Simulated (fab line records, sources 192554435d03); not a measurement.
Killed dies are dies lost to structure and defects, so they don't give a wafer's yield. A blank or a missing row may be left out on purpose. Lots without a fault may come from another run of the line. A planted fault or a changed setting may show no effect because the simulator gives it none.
Which tool did it? | flow n5_finfet | 9 lots, 27 wafers sampled, at 5 steps of a route of 1938

WHAT THE GAUGES READ, wafer by wafer
N5_BEOL_M0_CUTY_OVL_MEAS_58. Usual: M0_ABLK_OVL 0.7 nm, standard deviation 0.91.
lot  | measured     | on         | M0_ABLK_OVL (nm) | flag
L324 | day 6 08:15  | overlay-02 | 0.5 1.2 1.8      |
L325 | day 6 15:55  | overlay-01 | 1.1 0.5 0.1      |
L326 | day 6 16:25  | overlay-01 | 1.7 1.8 0.2      |
L329 | day 7 09:45  | overlay-02 | -0.3 0.0 -0.5    |
L333 | day 8 19:57  | overlay-02 | 0.2 0.5 -0.1     |
L334 | day 8 23:04  | overlay-02 | -1.1 -1.5 0.7    |
L339 | day 10 01:17 | overlay-02 | 1.5 1.3 0.9      |
L341 | day 10 14:00 | overlay-01 | -0.7 -0.2 -0.6   |
L344 | day 11 06:34 | overlay-01 | 0.9 1.0 0.6      |

N5_BEOL_M4_RC_MEAS_101. Usual: DIBL_N 35.8 mV/V, standard deviation 1.6; DIBL_P 36.0 mV/V, standard deviation 2.1; IOFF_N 0.153 nA/um, standard deviation 0.026; IOFF_P 0.21 nA/um, standard deviation 0.037; ION_N 673 uA/um, standard deviation 11; ION_P 462 uA/um, standard deviation 7.6; SS_N 71.4 mV/dec, standard deviation 0.53; SS_P 73.2 mV/dec, standard deviation 0.67; VT_N 250 mV, standard deviation 3.2; VT_P -250 mV, standard deviation 3.7.
lot  | measured     | on        | DIBL_N (mV/V)  | DIBL_P (mV/V)  | IOFF_N (nA/um)    | IOFF_P (nA/um) | ION_N (uA/um) | ION_P (uA/um) | SS_N (mV/dec)  | SS_P (mV/dec)  | VT_N (mV)   | VT_P (mV)      | flag
L324 | day 8 23:57  | prober-01 | 36.7 37.7 35.7 | 38.9 40.2 37.7 | 0.176 0.201 0.146 | 0.28 0.32 0.26 | 693 682 673   | 472 477 470   | 71.4 72.1 71.0 | 74.1 74.1 73.2 | 250 246 252 | -243 -240 -244 |
L325 | day 9 00:14  | prober-02 | 38.4 39.5 36.4 | 37.5 39.5 35.9 | 0.175 0.193 0.144 | 0.22 0.27 0.20 | 679 685 678   | 461 473 464   | 72.8 72.2 70.8 | 73.6 74.4 73.0 | 251 250 251 | -251 -249 -253 |
L326 | day 9 06:08  | prober-01 | 37.5 37.4 36.8 | 36.1 36.3 35.5 | 0.193 0.183 0.180 | 0.24 0.25 0.24 | 691 685 697   | 468 471 476   | 71.4 70.9 70.6 | 73.7 73.9 72.9 | 245 246 245 | -246 -243 -243 |
L329 | day 9 15:46  | prober-01 | 33.7 33.4 31.5 | 33.4 32.9 30.3 | 0.121 0.111 0.091 | 0.17 0.15 0.13 | 658 653 647   | 458 450 445   | 70.6 70.4 70.2 | 72.8 72.2 72.0 | 253 254 256 | -255 -253 -257 |
L333 | day 11 05:25 | prober-01 | 35.2 37.1 36.0 | 36.0 39.2 37.5 | 0.160 0.186 0.160 | 0.18 0.24 0.22 | 670 670 675   | 455 452 460   | 71.9 71.4 71.9 | 73.3 74.0 73.7 | 251 246 249 | -252 -250 -251 |
L334 | day 11 00:41 | prober-02 | 33.4 33.7 36.6 | 32.2 32.9 37.2 | 0.113 0.112 0.168 | 0.16 0.17 0.23 | 656 659 684   | 449 457 465   | 71.4 70.6 71.2 | 71.8 72.4 73.2 | 254 255 249 | -252 -251 -248 |
L339 | day 12 11:53 | prober-01 | 35.1 35.1 37.1 | 36.0 35.8 38.2 | 0.145 0.148 0.178 | 0.19 0.19 0.22 | 665 671 678   | 459 458 460   | 70.7 71.4 72.4 | 73.7 72.8 74.1 | 251 249 249 | -252 -250 -252 |
L341 | day 13 01:37 | prober-01 | 36.5 37.5 34.7 | 36.6 37.0 35.0 | 0.159 0.174 0.136 | 0.20 0.21 0.18 | 669 680 661   | 459 464 460   | 71.4 72.2 70.6 | 73.7 73.4 72.9 | 253 250 253 | -251 -249 -254 |
L344 | day 13 14:36 | prober-01 | 33.2 34.2 37.3 | 32.0 32.8 37.4 | 0.110 0.118 0.188 | 0.15 0.15 0.24 | 664 667 685   | 457 458 467   | 70.9 71.0 71.0 | 71.6 72.4 73.3 | 256 253 246 | -254 -256 -250 |

WHICH TOOL RAN EACH LOT (tool, then ch and the chambers of the sampled wafers, then the start)
lot  | N5_BEOL_M0_ETCH_138                | N5_BEOL_M0_STRIP_140               | N5_BEOL_M0_DEGAS_112
L324 | rie_diel-01 ch 0,2,3, day 6 08:41  | rie_diel-05 ch 0,2,3, day 6 15:09  | pvd_sputter-03, day 6 18:28
L325 | rie_diel-01 ch 0,2,3, day 6 16:13  | rie_diel-06 ch 1,3, day 6 18:06    | pvd_sputter-02, day 6 19:02
L326 | rie_diel-05 ch 0,1,3, day 6 16:41  | rie_diel-05 ch 0,1,3, day 6 18:23  | pvd_sputter-02, day 6 19:45
L329 | rie_diel-05 ch 0,1,3, day 7 10:23  | rie_diel-05 ch 2,3, day 7 15:06    | pvd_sputter-03, day 7 15:54
L333 | rie_diel-05 ch 0,1,3, day 8 20:13  | rie_diel-05 ch 0,1,2, day 8 20:37  | pvd_sputter-02, day 8 23:10
L334 | rie_diel-05 ch 0,2,3, day 8 23:48  | rie_diel-01 ch 0,1,2, day 9 00:54  | pvd_sputter-01, day 9 02:01
L339 | rie_diel-05 ch 1,2, day 10 01:52   | rie_diel-01 ch 1,2, day 10 04:13   | pvd_sputter-02, day 10 05:02
L341 | rie_diel-05 ch 1,2,3, day 10 14:43 | rie_diel-01 ch 0,1, day 10 15:40   | pvd_sputter-03, day 10 17:10
L344 | rie_diel-06 ch 0,1,3, day 11 06:52 | rie_diel-01 ch 0,1,3, day 11 13:19 | pvd_sputter-03, day 11 14:21
- N5_BEOL_M0_ETCH_138: etches SiCN in CH3F/O2, target depth 12 nm, time 31.6 s.
- N5_BEOL_M0_STRIP_140: strips in CF4.
- N5_BEOL_M0_DEGAS_112: time 60 s.

WHAT THE TOOLS THEMSELVES READ (means of the sampled wafers that have a number; where no wafer has one, the mark that the record gives instead)
N5_BEOL_M0_ETCH_138. Usual: drypump_motor_current_A 5.7 A, standard deviation 0.49; etch_rf_on_time_s 29.3 s, standard deviation 0.66; oes_product_au 0.66 a.u., standard deviation 0.069; rf_vpp_V 298.1 V, standard deviation 1.5; showerhead_plenum_p_Torr 2.04 Torr, standard deviation 0.062; throttle_valve_pct 16.39 %, standard deviation 0.26.
lot  | tool        | drypump_motor_current_A (A) | etch_rf_on_time_s (s) | oes_product_au (a.u.) | rf_vpp_V (V) | showerhead_plenum_p_Torr (Torr) | throttle_valve_pct (%) | flag
L324 | rie_diel-01 | 5.5                         | 28.8                  | 0.67                  | 297.8        | 2.04                            | 16.50                  |
L325 | rie_diel-01 | 5.5                         | 29.0                  | 0.66                  | 297.4        | 2.04                            | 16.50                  |
L326 | rie_diel-05 | 6.0                         | 29.3                  | 0.67                  | 299.0        | 2.07                            | 16.22                  |
L329 | rie_diel-05 | 6.0                         | 28.8                  | 0.67                  | 298.4        | 2.06                            | 16.23                  |
L333 | rie_diel-05 | 6.0                         | 29.1                  | 0.66                  | 298.7        | 2.06                            | 16.26                  |
L334 | rie_diel-05 | 5.8                         | 29.8                  | 0.64                  | 297.6        | 2.05                            | 16.35                  |
L339 | rie_diel-05 | 5.3                         | 20.9                  | 0.75                  | 298.1        | 2.08                            | 16.64                  | OFF
L341 | rie_diel-05 | 5.5                         | 20.8                  | 0.80                  | 299.2        | 2.09                            | 16.41                  | OFF
L344 | rie_diel-06 | 5.3                         | 30.2                  | 0.65                  | 297.2        | 1.97                            | 16.38                  |

N5_BEOL_M0_STRIP_140. Usual: drypump_motor_current_A 5.7 A, standard deviation 0.56; oes_product_au 0.75 a.u., standard deviation 0.067; rf_vpp_V 271.7 V, standard deviation 1.8; showerhead_plenum_p_Torr 1.82 Torr, standard deviation 0.05; throttle_valve_pct 13.66 %, standard deviation 0.22.
lot  | tool        | drypump_motor_current_A (A) | oes_product_au (a.u.) | rf_vpp_V (V) | showerhead_plenum_p_Torr (Torr) | throttle_valve_pct (%) | flag
L324 | rie_diel-05 | 5.8                         | 0.75                  | 272.0        | 1.83                            | 13.53                  |
L325 | rie_diel-06 | 5.4                         | 0.75                  | 271.6        | 1.80                            | 13.60                  |
L326 | rie_diel-05 | 6.0                         | 0.78                  | 272.5        | 1.85                            | 13.48                  |
L329 | rie_diel-05 | 5.5                         | 0.80                  | 274.2        | 1.87                            | 13.42                  |
L333 | rie_diel-05 | 5.8                         | 0.71                  | 272.8        | 1.83                            | 13.74                  |
L334 | rie_diel-01 | 5.7                         | 0.82                  | 272.9        | 1.78                            | 13.55                  |
L339 | rie_diel-01 | 6.0                         | 0.77                  | 272.5        | 1.82                            | 13.65                  |
L341 | rie_diel-01 | 5.7                         | 0.86                  | 270.4        | 1.75                            | 13.46                  |
L344 | rie_diel-01 | 5.4                         | 0.79                  | 269.7        | 1.77                            | 13.69                  |

N5_BEOL_M0_DEGAS_112. Usual: heater_power_w 341 W, standard deviation 28.
lot  | tool           | heater_power_w (W) | flag
L324 | pvd_sputter-03 | 334                |
L325 | pvd_sputter-02 | 356                |
L326 | pvd_sputter-02 | 354                |
L329 | pvd_sputter-03 | 338                |
L333 | pvd_sputter-02 | 353                |
L334 | pvd_sputter-01 | 352                |
L339 | pvd_sputter-02 | 347                |
L341 | pvd_sputter-03 | 348                |
L344 | pvd_sputter-03 | 316                |

THE ANSWER, worked out from the rows above alone
Rule: a lot is off if the mean of its wafers that have a number lies more than 3 standard deviations from the usual mean. A lot without any number at a reading at which 4 lots or more have one is off too. The other lots that the step has rows for count as sound. The gauges are gone through in route order, then the tools' own readings, and for those a lot's mean is taken as printed above. The first step at which some lot is off is used, and at that step the reading that is off furthest; a lot without a number counts as furthest.
Off: L339, L341, at N5_BEOL_M0_ETCH_138 (etch_rf_on_time_s).
A tool fits if, at that step or a process step before it, it ran every lot that is off, and no sound lot after the first of them. One fits: rie_diel-05 at N5_BEOL_M0_ETCH_138. Its last sound lot is L334 (day 8 23:48), its first lot that is off L339 (day 10 01:52): a fault that began between those two fits.
The tool's own readings at N5_BEOL_M0_ETCH_138 bear it out: on the lots that are off they differ by more than 5 times the standard deviation of the sound lots' means. etch_rf_on_time_s reads 20.9 s there against 29.3 s on the sound lots; oes_product_au reads 0.78 a.u. there against 0.66 a.u. on the sound lots.

WHAT THE SIMULATOR HAD PUT IN
Process parameter drift: rie_diel-05, from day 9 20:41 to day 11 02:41, at N5_BEOL_M0_ETCH_138. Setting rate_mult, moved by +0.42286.
Lots struck among those shown: L339, L341. The rule above found the same.
